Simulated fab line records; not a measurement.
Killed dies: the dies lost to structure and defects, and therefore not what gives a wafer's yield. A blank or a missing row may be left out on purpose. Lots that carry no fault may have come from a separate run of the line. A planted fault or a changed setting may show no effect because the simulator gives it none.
Split-lot experiment + flow n5Finfet + on a route of 1938 steps: 7 lots, 39 wafers read

ABOUT THE SPLIT
At N5_DUMMY_GATE_ETCH_31 (etches SiO2 in C4F6/O2, target depth 82.5 nm, time 27.5 s), the setting targetDepthA was moved away from the recipe's 825 angstrom on 9 of the 39 wafers read, by -3.5% to +10.9%. For the rest of the wafers, this setting stayed at what the recipe calls for.

Reading taken at the split's own step.

THE READING
etch.depthNm (the simulator's own value, which no gauge read), in nm, at N5_DUMMY_GATE_ETCH_31 (etches SiO2 in C4F6/O2, target depth 82.5 nm, time 27.5 s). The file gives no usual value for it. Across the 30 wafers here that went through the recipe, the average is 82.21 nm and the standard deviation 1.6 nm.

| wafer  | tool, chamber at the split | targetDepthA as run, angstrom | against the recipe | etch.depthNm, nm | against lot-mates on the recipe |
|--------|----------------------------|-------------------------------|--------------------|------------------|---------------------------------|
| L074.3 | rieDiel-01, 2              | 825                           | recipe             | 82.52            | -                               |
| L074.4 | rieDiel-01, 1              | 825                           | recipe             | 80.86            | -                               |
| L074.6 | rieDiel-01, 3              | 825                           | recipe             | 81.38            | -                               |
| L077.1 | rieDiel-04, 2              | 825                           | recipe             | 81.54            | -                               |
| L077.2 | rieDiel-04, 0              | 825                           | recipe             | 81.76            | -                               |
| L077.3 | rieDiel-04, 1              | 825                           | recipe             | 79.87            | -                               |
| L077.4 | rieDiel-04, 2              | 825                           | recipe             | 81.74            | -                               |
| L077.5 | rieDiel-04, 1              | 825                           | recipe             | 80.26            | -                               |
| L077.6 | rieDiel-04, 0              | 825                           | recipe             | 83.32            | -                               |
| L084.1 | rieDiel-04, 0              | 825                           | recipe             | 81.02            | -                               |
| L084.2 | rieDiel-04, 3              | 825                           | recipe             | 83.96            | -                               |
| L084.3 | rieDiel-04, 1              | 796                           | -3.5%              | 76.66            | -6.46                           |
| L084.4 | rieDiel-04, 1              | 796                           | -3.5%              | 76.73            | -6.39                           |
| L084.5 | rieDiel-04, 0              | 796                           | -3.5%              | 78.68            | -4.44                           |
| L084.6 | rieDiel-04, 3              | 825                           | recipe             | 84.39            | -                               |
| L086.1 | rieDiel-04, 1              | 825                           | recipe             | 79.78            | -                               |
| L086.2 | rieDiel-04, 3              | 915.1                         | +10.9%             | 94.4             | +12.51                          |
| L086.3 | rieDiel-04, 2              | 825                           | recipe             | 80.68            | -                               |
| L086.4 | rieDiel-04, 0              | 915.1                         | +10.9%             | 90.29            | +8.40                           |
| L086.5 | rieDiel-04, 0              | 915.1                         | +10.9%             | 89.59            | +7.70                           |
| L086.6 | rieDiel-04, 3              | 825                           | recipe             | 85.2             | -                               |
| L088.1 | rieDiel-01, 1              | 825                           | recipe             | 82.3             | -                               |
| L088.2 | rieDiel-01, 2              | 825                           | recipe             | 82.35            | -                               |
| L088.3 | rieDiel-01, 0              | 825                           | recipe             | 85.19            | -                               |
| L088.4 | rieDiel-01, 3              | 825                           | recipe             | 82.38            | -                               |
| L088.5 | rieDiel-01, 1              | 825                           | recipe             | 82.52            | -                               |
| L088.6 | rieDiel-01, 0              | 825                           | recipe             | 84.85            | -                               |
| L091.1 | rieDiel-06, 1              | 885.5                         | +7.3%              | 87.03            | +6.32                           |
| L091.2 | rieDiel-06, 3              | 885.5                         | +7.3%              | 86.87            | +6.16                           |
| L091.3 | rieDiel-06, 2              | 885.5                         | +7.3%              | 87.78            | +7.07                           |
| L091.4 | rieDiel-06, 0              | 825                           | recipe             | 80.6             | -                               |
| L091.5 | rieDiel-06, 0              | 825                           | recipe             | 81.04            | -                               |
| L091.6 | rieDiel-06, 3              | 825                           | recipe             | 80.48            | -                               |
| L093.1 | rieDiel-01, 0              | 825                           | recipe             | 84.43            | -                               |
| L093.2 | rieDiel-01, 1              | 825                           | recipe             | 81.3             | -                               |
| L093.3 | rieDiel-01, 3              | 825                           | recipe             | 82.63            | -                               |
| L093.4 | rieDiel-01, 2              | 825                           | recipe             | 81.86            | -                               |
| L093.5 | rieDiel-01, 1              | 825                           | recipe             | 81.19            | -                               |
| L093.6 | rieDiel-01, 0              | 825                           | recipe             | 84.82            | -                               |

FIT RESULTS
A straight line over all 39 wafers: etch.depthNm changes by +0.853 nm for each +1% of targetDepthA; r = +0.88; the points scatter about the line by 1.7 nm.
The same after taking each lot's own level away (the mean of its wafers on the recipe; 39 wafers): +0.952 nm for each +1%; r = +0.92; scatter 1.5 nm.
On that fit, the largest move of targetDepthA shifts the reading by 10 nm.
The span of the lots' own levels, 80.707 to 83.265 nm, comes to 1.6 times the standard deviation stated above.
So the slope is not independent of the lot-to-lot level: the two fits are not the same.
Check: for one of the wafers moved furthest among these (+10.9%), held out of the fit, the line's prediction against its lot-mates is +9.45 nm. It came out at +12.5 nm against them.

ADDITIONAL SPLITS CARRIED BY THESE WAFERS
Before the reading, these wafers also passed through other splits. Each is held against what the fit with the lots' levels taken away leaves over:
| other split on the same wafers           | wafers away from the commonest value | r with etch.depthNm (lot level and that fit taken away) |
|------------------------------------------|--------------------------------------|---------------------------------------------------------|
| N5_FIN_SAQP_HM_DEP_03 targetThkA         | 12                                   | -0.17                                                   |
| N5_FIN_SAQP_MANDREL_ETCH_22 targetDepthA | 18                                   | +0.06                                                   |
| N5_FIN_CUT_CUT_ETCH_26 targetDepthA      | 18                                   | +0.11                                                   |
| N5_DUMMY_GATE_EXPOSE_12 doseMj           | 12                                   | -0.03                                                   |

FILE'S OWN FIT
etch.depthNm changes by +0.929 nm for each +1% of targetDepthA, r = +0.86.
